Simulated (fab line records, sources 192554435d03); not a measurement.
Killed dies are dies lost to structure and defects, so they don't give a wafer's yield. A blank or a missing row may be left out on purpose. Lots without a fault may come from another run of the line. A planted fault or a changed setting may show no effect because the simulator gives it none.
Problem report in the 8D (eight disciplines) form, filled by code | flow n5_finfet | the parts of the form that need people (team, actions taken, sign-off) are left out

1. THE PROBLEM
rf_fwd_power_W at N5_BEOL_M2_VIA_ETCH_34 reads a mean of 259.6 W on 1 wafer of 1 lot; wafers without a fault read 347.3 W with a standard deviation of 1.4. That is -63 standard deviations from the usual mean.
The step: etches the open film in C4F6/O2, target depth 69.4 nm, time 65.9 s.
First seen on wafer L423.5, day 11 12:08, on rie_diel-05. The record holds 28 wafers of 10 lots with a number at this step. Rule for "out", or "out of limits": more than 4 standard deviations from the usual mean. The other wafers with a number count as sound.

2. WHAT IT IS AND WHAT IT IS NOT
question                    | is                       | is not
which readings at this step | rf_fwd_power_W, rf_vpp_V | drypump_motor_current_A, oes_product_au, showerhead_plenum_p_Torr, throttle_valve_pct
which lots                  | L423                     | L409, L411, L412, L413, L415, L416, L417, L419, L420
which wafers of those lots  | L423.5                   | L423.1, L423.3
read on which tools         | rie_diel-05              | rie_diel-02, rie_diel-06
when                        | from day 11 12:08        | up to then (27 sound wafers)

3. SUSPECTS, AND WHAT RULES EACH OUT
Counting: a tool at a process step up to the reading stays a suspect if it ran every lot that is out. Sound lots after the first of them don't rule it out here, since some wafers of a struck lot are sound.
- rie_diel-05 at N5_BEOL_M2_VIA_ETCH_34 (etches the open film in C4F6/O2, target depth 69.4 nm, time 65.9 s): kept. It ran the lot that is out, L423 (day 11 12:08); its last sound lot up to then is L419 (day 10 11:44). Its own readings are out on those wafers: rf_fwd_power_W, rf_vpp_V.
- Within rie_diel-05 at N5_BEOL_M2_VIA_ETCH_34: the wafers that are out ran in chamber 3; their sound lot-mates ran in chambers 0, 1.
Left after counting: rie_diel-05 at N5_BEOL_M2_VIA_ETCH_34.

4. THE CAUSE (what the simulator had put in)
Process parameter drift: rie_diel-05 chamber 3, from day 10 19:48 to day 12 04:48, at N5_BEOL_M2_VIA_ETCH_34. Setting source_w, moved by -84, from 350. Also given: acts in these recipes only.
Counting left only this tool.

5. THE CHAIN OF EFFECTS, in route order
Each row: a reading whose mean over the struck wafers that have a number lies more than 3 standard deviations from the usual. Only readings for which the record gives a usual standard deviation are gone through. hours: the time from each lot's start at the first step in this table that gives one to its start at this step, as a median over the lots. sigmas: the change in usual standard deviations.
hours | step                   | reading        | usual   | on struck wafers | change | sigmas
0     | N5_BEOL_M2_VIA_ETCH_34 | rf_fwd_power_W | 347.3 W | 259.6            | -87.7  | -63
0     | N5_BEOL_M2_VIA_ETCH_34 | rf_vpp_V       | 660 V   | 743              | +83    | +8.3
The process steps in it:
- N5_BEOL_M2_VIA_ETCH_34: etches the open film in C4F6/O2, target depth 69.4 nm, time 65.9 s.
Later measuring or inspecting steps at which every struck wafer that the step has a row for has a number for every such reading, and none has moved that far: N5_BEOL_M4_RC_MEAS_101.

6. WHAT WOULD HAVE CAUGHT IT SOONER
In this record the first reading out of limits was taken at day 11 12:08, 16 hours after the fault began at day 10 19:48.
